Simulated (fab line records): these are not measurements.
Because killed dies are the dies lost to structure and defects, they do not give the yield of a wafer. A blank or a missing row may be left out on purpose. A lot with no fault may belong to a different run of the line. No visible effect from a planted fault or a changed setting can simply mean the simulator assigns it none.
fab line records -- flow n5-finfet
[record] lots = 8, wafers = 24, last-day = 17
route steps=1938 shown PMOS_HMC_CHANNEL_EPI@74 FIN_SAQP@97 BEOL_M4@1111
lots that met no fault: from a run of the same line without faults
start-h: start of the lot's first displayed wafer, in hours after the record's first day -- wait-h: hours elapsed since this lot's preceding step -- " the same as in the row above -- L1.1+2: a single row standing in for several wafers -- - no value, or no start was given -- * or withheld: withheld -- < > ~ a bound
route shown NAME@n: NAME is a module with steps in the file, n the number in the route of the first one -- usual: mean/standard deviation taken from wafers without a fault -- same: alike in all rows -- chamber/n: place in a boat -- sites: each site's reading -- _std_site: standard deviation of those values -- _edge_site: outer sites' mean less inner sites' -- radius-mm: how far each site lies from the wafer's centre -- mask NAME#n: copy n -- behind: the tool/chamber that last shaped the wafer -- hold: reason for holding the lot/hours on hold/outcome of the hold -- device: names the non-switching transistor (n, p or np) -- end of line: the route-end tests of the same wafers -- a step given without rows: its recipe and nothing more -- killed: not the wafer's yield, but the dies lost to structure and defects at the first sort -- map: a wafer's dies, marking killed ones x, the rest . and places with no die _
set.NAME: setting as actually run; set.NAME@STEP: the setting as run at that earlier step -- model.NAME: the simulator's own value behind a step, which no gauge read
a sample of lots followed through the steps of the route, with each step as a table and each wafer as a row
services: from which hour (start-h, from the record's first day; less than 0 if before it) a tool's chamber was out of use, for how many hours, and why
[[steps]]
[step N5_PMOS_HMC_CHANNEL_EPI_FIN_RECESS_16]
[recipe] chemistry = HBr/Cl2, target = Si, mask-material = SiO2, target-depth-a = 540, time-s = 18, pressure-mtorr = 10, icp-w = 800, bias-w = 75, HBr_flow_sccm = 150, Cl2_flow_sccm = 80
[usual] HBr_flow_sccm = 150.0/0.4, drypump-motor-current-A = 5.7/0.39, oes-product-au = 0.999/0.017, throttle-valve-pct = 35.4/0.31
lot.wafer,tool,chamber,start-h,wait-h,HBr_flow_sccm,drypump-motor-current-A,oes-product-au,rf-hours-counter-h,throttle-valve-pct
L353.1,rie-si-05,3,47.64,0.0,150.4,5.8,0.979,78,35.4
L353.3,rie-si-05,1,47.64,0.0,150.6,5.3,0.975,147,35.4
L353.4,rie-si-05,2,47.64,0.0,150.8,4.9,1.012,10,35.0
L360.1,rie-si-03,3,89.93,0.0,150.2,5.9,1.029,152,35.8
L360.3,rie-si-03,2,89.93,0.0,150.5,5.8,1.007,110,35.5
L360.5,rie-si-03,1,89.93,0.0,149.8,5.4,0.980,-,35.0
L362.1,rie-si-03,1,102.31,0.0,149.3,5.4,0.976,180,35.0
L362.2,rie-si-03,3,102.31,0.0,150.2,6.0,1.017,152,35.9
L362.5,rie-si-03,0,102.31,0.0,151.1,6.0,1.002,-,35.4
L363.1,rie-si-05,1,108.06,0.0,149.8,5.3,0.975,148,35.4
L363.4,rie-si-05,0,108.06,0.0,151.1,5.8,1.013,82,35.5
L363.5,rie-si-05,2,108.06,0.0,150.2,5.0,1.003,-,35.0
L364.2,rie-si-05,0,113.83,0.0,150.0,5.8,1.004,82,35.5
L364.3,rie-si-05,3,113.83,0.0,150.3,5.8,0.977,79,35.5
L364.5,rie-si-05,2,113.83,0.0,149.7,4.9,0.999,-,35.0
L368.2,rie-si-05,0,138.66,0.0,150.8,5.8,1.006,83,35.5
L368.3,rie-si-05,2,138.66,0.0,149.8,5.0,1.000,12,35.0
L368.5,rie-si-05,1,138.66,0.0,150.0,5.3,0.974,-,35.4
L369.1,rie-si-03,2,144.19,0.0,149.5,5.8,1.015,111,35.6
L369.4,rie-si-03,1,144.19,0.0,150.8,5.4,0.989,181,35.0
L369.6,rie-si-03,3,144.19,0.0,150.4,5.9,1.027,-,35.9
L371.3,rie-si-05,2,157.23,0.0,150.0,4.9,1.016,12,35.0
L371.5,rie-si-05,3,157.23,0.0,149.7,5.8,0.988,-,35.5
L371.6,rie-si-05,0,157.23,0.0,150.5,5.8,1.010,-,35.5
[step N5_FIN_SAQP_THK_MEAS_05]
[usual] thk-nm = 38.0/0.52
lot.wafer,tool,chamber,start-h,wait-h,thk-nm
L353.1,film-metro-01,-,51.18,0.1,37.2
L353.3,film-metro-01,-,51.18,0.1,37.2
L353.4,film-metro-01,-,51.18,0.1,38.0
L360.1,film-metro-01,-,94.98,0.1,37.5
L360.3,film-metro-01,-,94.98,0.1,37.5
L360.5,film-metro-01,-,94.98,0.1,38.3
L362.1,film-metro-02,-,105.97,0.1,38.1
L362.2,film-metro-02,-,105.97,0.1,38.0
L362.5,film-metro-02,-,105.97,0.1,38.8
L363.1,film-metro-01,-,111.26,0.1,37.9
L363.4,film-metro-01,-,111.26,0.1,38.4
L363.5,film-metro-01,-,111.26,0.1,38.0
L364.2,film-metro-01,-,117.14,0.1,37.3
L364.3,film-metro-01,-,117.14,0.1,38.1
L364.5,film-metro-01,-,117.14,0.1,38.5
L368.2,film-metro-02,-,141.68,0.1,38.1
L368.3,film-metro-02,-,141.68,0.1,37.8
L368.5,film-metro-02,-,141.68,0.1,38.6
L369.1,film-metro-02,-,147.61,0.1,37.6
L369.4,film-metro-02,-,147.61,0.1,38.3
L369.6,film-metro-02,-,147.61,0.1,38.5
L371.3,film-metro-01,-,160.65,0.1,37.4
L371.5,film-metro-01,-,160.65,0.1,38.0
L371.6,film-metro-01,-,160.65,0.1,38.6
[step N5_FIN_SAQP_PECVD_47]
[recipe] material = a-Si, target-thk-a = 450, temp-c = 400, precursor = SiH4/He, pressure-torr = 3, rf-w = 100, time-s = 36.3
[usual] heater-power-w = 876/60, run-length-s = 72.7/0.48, showerhead-plenum-p-Torr = 5.67/0.047, susceptor-temp-C = 399.99/0.2, throttle-valve-pct = 18.2/0.79
lot.wafer,tool,chamber,start-h,wait-h,heater-power-w,run-length-s,showerhead-plenum-p-Torr,susceptor-temp-C,throttle-valve-pct
L353.1,pecvd-04,0,51.22,0.0,904,72.3,5.63,400.17,18.4
L353.3,pecvd-04,2,51.22,0.0,826,72.2,5.66,399.76,16.7
L353.4,pecvd-04,0,51.22,0.0,903,72.7,5.62,399.95,18.5
L360.1,pecvd-04,0,95.02,0.0,840,72.0,5.63,400.04,18.4
L360.3,pecvd-04,2,95.02,0.0,757,72.5,5.66,399.83,17.0
L360.5,pecvd-04,2,95.02,0.0,750,72.4,5.65,399.86,16.9
L362.1,pecvd-04,0,106.01,0.0,871,81.1,5.65,399.84,18.5
L362.2,pecvd-04,1,106.01,0.0,840,81.8,5.67,400.33,17.6
L362.5,pecvd-04,0,106.01,0.0,874,72.1,5.64,399.88,18.7
L363.1,pecvd-02,0,111.30,0.0,931,72.8,5.70,400.12,17.3
L363.4,pecvd-02,1,111.30,0.0,851,72.9,5.73,399.58,19.3
L363.5,pecvd-02,0,111.30,0.0,785,73.1,5.71,400.24,17.1
L364.2,pecvd-04,2,117.18,0.0,849,81.2,5.65,400.22,16.8
L364.3,pecvd-04,0,117.18,0.0,799,72.2,5.64,400.30,18.7
L364.5,pecvd-04,2,117.18,0.0,719,72.4,5.65,399.96,16.8
L368.2,pecvd-01,1,141.72,0.0,882,72.0,5.61,400.00,18.1
L368.3,pecvd-01,2,141.72,0.0,890,72.6,5.70,400.06,18.6
L368.5,pecvd-01,1,141.72,0.0,905,71.7,5.60,399.79,18.1
L369.1,pecvd-01,1,147.65,0.0,945,72.0,5.61,400.02,18.1
L369.4,pecvd-01,2,147.65,0.0,908,72.5,5.71,399.95,18.8
L369.6,pecvd-01,0,147.65,0.0,829,72.6,5.68,399.94,18.2
L371.3,pecvd-01,1,160.70,0.0,973,72.0,5.60,400.24,18.1
L371.5,pecvd-01,2,160.70,0.0,956,72.7,5.71,400.11,19.0
L371.6,pecvd-01,0,160.70,0.0,753,72.8,5.67,400.29,18.0
[step N5_FIN_SAQP_DESCUM_21]
[recipe] chemistry = O2, time-s = 7.9, source-power-w = 50, bias-power-w = 20, pressure-mtorr = 20, rf-frequency-hz = 2.712e+07, temp-c = 40, resist = CAR-ArF, o2-flow-sccm = 225
[usual] drypump-motor-current-A = 5.8/0.43, oes-product-au = 0.78/0.061, rf-vpp-V = 243.3/1, showerhead-plenum-p-Torr = 2.11/0.054, throttle-valve-pct = 20.47/0.25
lot.wafer,tool,chamber,start-h,wait-h,drypump-motor-current-A,oes-product-au,rf-hours-counter-h,rf-vpp-V,showerhead-plenum-p-Torr,throttle-valve-pct
L353.1,rie-diel-02,1,51.97,0.0,5.8,0.80,115,242.6,2.10,20.51
L353.3,rie-diel-02,3,51.97,0.0,5.2,0.76,146,243.1,2.11,20.28
L353.4,rie-diel-02,1,51.97,0.0,5.8,0.81,-,242.7,2.11,20.52
L360.1,rie-diel-02,3,95.77,0.0,5.2,0.72,165,243.1,2.10,20.30
L360.3,rie-diel-02,2,95.77,0.0,6.6,0.77,144,245.0,2.19,20.80
L360.5,rie-diel-02,2,95.77,0.0,6.6,0.77,-,243.8,2.19,20.78
L362.1,rie-diel-04,1,106.99,0.3,5.5,0.85,57,245.0,2.11,20.48
L362.2,rie-diel-04,3,106.99,0.3,5.6,0.70,229,246.3,2.16,20.82
L362.5,rie-diel-04,2,106.99,0.3,5.9,0.83,-,244.1,2.11,20.00
L363.1,rie-diel-01,2,112.05,0.0,5.6,0.81,82,243.8,2.04,20.55
L363.4,rie-diel-01,3,112.05,0.0,6.7,0.72,205,242.5,2.16,20.71
L363.5,rie-diel-01,2,112.05,0.0,5.6,0.80,-,242.0,2.03,20.56
L364.2,rie-diel-04,2,117.93,0.0,6.0,0.81,73,243.8,2.11,20.02
L364.3,rie-diel-04,1,117.93,0.0,5.6,0.84,60,243.5,2.11,20.47
L364.5,rie-diel-04,2,117.93,0.0,6.0,0.82,-,244.4,2.11,20.00
L368.2,rie-diel-04,1,142.54,0.0,5.6,0.83,70,243.3,2.11,20.50
L368.3,rie-diel-04,0,142.54,0.0,5.3,0.72,191,242.8,2.07,20.36
L368.5,rie-diel-04,3,142.54,0.0,5.6,0.69,-,245.0,2.16,20.82
L369.1,rie-diel-02,0,148.40,0.0,6.1,0.91,13,243.8,2.15,20.34
L369.4,rie-diel-02,2,148.40,0.0,6.6,0.76,163,242.5,2.18,20.82
L369.6,rie-diel-02,3,148.40,0.0,5.2,0.72,-,242.1,2.09,20.32
L371.3,rie-diel-01,1,161.63,0.2,6.2,0.87,66,242.5,2.14,20.68
L371.5,rie-diel-01,0,161.63,0.2,5.9,0.76,-,240.6,1.99,20.16
L371.6,rie-diel-01,1,161.63,0.2,6.2,0.86,-,243.7,2.14,20.69
[step N5_FIN_SAQP_MANDREL_ETCH_58]
[recipe] chemistry = HBr/Cl2, target = a-Si, target-depth-a = 450, bt-time-s = 10, stop-on = SiNx, mask-material = SiO2, over-etch-frac = 0.8, time-s = 27, pressure-mtorr = 10, icp-w = 800, bias-w = 75, HBr_flow_sccm = 150, Cl2_flow_sccm = 80, ends = end-point
[usual] HBr_flow_sccm = 150.0/0.49, drypump-motor-current-A = 6.0/0.43, oes-product-au = 0.695/0.011, throttle-valve-pct = 35.5/0.31
lot.wafer,tool,chamber,start-h,wait-h,HBr_flow_sccm,drypump-motor-current-A,oes-product-au,rf-hours-counter-h,throttle-valve-pct
L353.1,rie-si-01,0,54.19,0.0,150.5,6.7,0.682,7,35.0
L353.3,rie-si-01,2,54.19,0.0,149.5,5.5,0.717,30,35.4
L353.4,rie-si-01,1,54.19,0.0,149.8,5.3,0.701,123,35.9
L360.1,rie-si-04,2,98.07,0.0,149.8,6.0,0.697,88,35.2
L360.3,rie-si-04,1,98.07,0.0,150.0,6.5,0.699,10,35.5
L360.5,rie-si-04,2,98.07,0.0,149.1,6.0,0.715,-,35.2
L362.1,rie-si-04,2,109.40,0.0,150.5,6.0,0.793,88,35.0
L362.2,rie-si-04,1,109.40,0.0,149.9,6.5,0.792,10,35.3
L362.5,rie-si-04,2,109.40,0.0,149.9,6.0,0.708,-,35.2
L363.1,rie-si-04,2,114.25,0.0,150.1,6.0,0.718,89,35.2
L363.4,rie-si-04,0,114.25,0.0,150.4,6.1,0.691,4,35.7
L363.5,rie-si-04,0,114.25,0.0,149.8,6.1,0.684,-,35.7
L364.2,rie-si-04,2,120.14,0.0,150.4,6.0,0.792,89,35.0
L364.3,rie-si-04,3,120.14,0.0,149.9,5.8,0.692,7,35.4
L364.5,rie-si-04,3,120.14,0.0,150.0,5.8,0.703,-,35.4
L368.2,rie-si-01,0,144.84,0.0,150.8,6.7,0.671,8,35.0
L368.3,rie-si-01,2,144.84,0.0,149.3,5.5,0.715,31,35.4
L368.5,rie-si-01,0,144.84,0.0,150.5,6.7,0.671,-,35.0
L369.1,rie-si-01,2,150.59,0.0,150.5,5.5,0.715,31,35.3
L369.4,rie-si-01,1,150.59,0.0,149.8,5.3,0.690,-,35.9
L369.6,rie-si-01,3,150.59,0.0,149.7,5.5,0.693,-,36.1
L371.3,rie-si-01,2,163.88,0.0,150.1,5.5,0.721,32,35.3
L371.5,rie-si-01,0,163.88,0.0,149.8,6.7,0.690,-,35.0
L371.6,rie-si-01,3,163.88,0.0,149.2,5.5,0.693,-,36.1
[step N5_BEOL_M4_RC_MEAS_101]
[usual] DIBL_N = 36.1/1.6, DIBL_P = 35.8/2.1, IOFF_N = 0.16/0.031, IOFF_P = 0.21/0.034, ION_N = 673/12, ION_P = 461/7.2, SS_N = 71.4/0.59, SS_P = 73.3/0.63, VT_N = 250/3.1, VT_P = -250/3.3
lot.wafer,tool,chamber,start-h,wait-h,DIBL_N[mV/V],DIBL_P[mV/V],IOFF_N[nA/um],IOFF_P[nA/um],ION_N[uA/um],ION_P[uA/um],SS_N[mV/dec],SS_P[mV/dec],VT_N[mV],VT_P[mV]
L353.1,prober-01,0,202.86,0.0,39.2,40.4,0.20,0.27,688,470,71.9,74.5,246,-246
L353.3,prober-01,0,202.86,0.0,37.8,38.3,0.17,0.25,676,465,71.4,74.2,248,-245
L353.4,prober-01,0,202.86,0.0,38.8,38.2,0.19,0.24,675,461,72.3,73.5,252,-248
L360.1,prober-01,0,250.77,0.0,36.6,36.1,0.16,0.22,667,463,71.8,73.7,249,-248
L360.3,prober-01,0,250.77,0.0,36.2,34.7,0.15,0.19,665,457,71.3,72.7,253,-249
L360.5,prober-01,0,250.77,0.0,33.7,32.1,0.12,0.16,658,448,70.5,72.8,252,-251
L362.1,prober-02,0,253.84,0.0,37.1,36.5,0.18,0.21,686,469,72.0,73.1,246,-251
L362.2,prober-02,0,253.84,0.0,35.9,36.2,0.16,0.21,676,464,71.6,73.7,247,-252
L362.5,prober-02,0,253.84,0.0,36.5,36.0,0.17,0.21,678,460,71.8,73.5,248,-252
L363.1,prober-01,0,259.67,0.0,35.4,35.8,0.15,0.21,672,465,71.2,73.1,249,-250
L363.4,prober-01,0,259.67,0.0,33.9,34.5,0.13,0.18,656,454,70.8,72.5,254,-250
L363.5,prober-01,0,259.67,0.0,32.9,33.4,0.11,0.17,646,457,70.6,72.7,253,-252
L364.2,prober-01,0,274.79,0.2,39.4,40.5,0.22,0.24,695,470,71.8,73.8,246,-250
L364.3,prober-01,0,274.79,0.2,37.6,38.6,0.17,0.22,674,462,71.2,73.7,247,-251
L364.5,prober-01,0,274.79,0.2,39.6,40.6,0.23,0.25,690,462,71.9,74.8,245,-252
L368.2,prober-02,0,295.19,0.2,35.3,34.9,0.15,0.23,667,470,71.1,73.2,253,-247
L368.3,prober-02,0,295.19,0.2,37.0,37.4,0.18,0.26,670,470,71.5,73.6,247,-247
L368.5,prober-02,0,295.19,0.2,37.0,35.8,0.18,0.23,675,465,71.3,73.6,249,-247
L369.1,prober-01,0,300.74,0.0,36.8,35.8,0.18,0.22,676,465,71.4,73.6,247,-247
L369.4,prober-01,0,300.74,0.0,38.2,38.7,0.21,0.29,685,469,72.2,74.5,244,-246
L369.6,prober-01,0,300.74,0.0,37.3,36.1,0.17,0.23,675,462,71.9,73.7,249,-249
L371.3,prober-02,0,310.34,0.3,34.9,36.0,0.16,0.20,682,463,71.6,73.4,248,-247
L371.5,prober-02,0,310.34,0.3,35.4,36.3,0.17,0.21,674,461,71.3,74.2,248,-248
L371.6,prober-02,0,310.34,0.3,36.7,38.3,0.21,0.24,688,463,72.0,73.9,242,-248
[[services]]
tool,chamber,start-h,hours,kind
pecvd-01,0,29.28,4.6,scheduled-down
pecvd-02,0,29.73,4.2,repair
pecvd-04,0,33.68,12.9,repair
rie-diel-02,-,46.23,2.8,pm
rie-si-03,-,48.79,2.8,pm
rie-diel-02,2,49.88,22.3,repair
pecvd-01,1,58.75,2.1,scheduled-down
pecvd-04,2,59.34,2.1,scheduled-down
rie-diel-02,1,60.94,12.0,repair
rie-si-03,2,61.71,5.8,repair
rie-si-05,1,65.71,22.7,repair
rie-diel-01,1,68.06,6.8,repair
rie-si-04,0,82.52,3.3,repair
pecvd-04,2,83.32,2.2,repair
pecvd-01,-,89.84,28.1,pm
rie-diel-02,0,91.12,-,clean
rie-diel-02,0,91.12,-,consumable-replace:focus-ring
rie-diel-02,0,91.12,16.2,scheduled-down
rie-diel-01,1,98.46,4.6,repair
pecvd-04,2,103.97,5.5,scheduled-down
rie-si-04,1,125.56,1.6,repair
pecvd-01,0,131.43,10.7,repair
rie-diel-04,3,149.90,3.7,repair
pecvd-02,-,159.64,28.1,pm
[[key]]
[first-sign] step = N5_FIN_SAQP_PECVD_47, reading = run-length-s, direction = up, sigmas = 18, usual = *, struck = *
[effect] step = N5_FIN_SAQP_MANDREL_ETCH_58, reading = oes-product-au, direction = up, sigmas = 8.5, usual = 0.695, struck = 0.792
met-at N5_FIN_SAQP_PECVD_47
struck-lots L362,L364
struck-wafers L362.1,L362.2,L364.2
not-acting-at N5_PMOS_HMC_CHANNEL_EPI_FIN_RECESS_16,N5_FIN_SAQP_THK_MEAS_05,N5_FIN_SAQP_DESCUM_21
onset-between 95.02 106.01
[fault] kind = process-parameter-drift, tool = pecvd-04, chamber = -, onset-h = 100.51, steps = N5_FIN_SAQP_PECVD_47, channel = time-s, offset = *, shape = step, end-h = 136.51, scope = struck-wafers-only, acts-in = *, stated = *
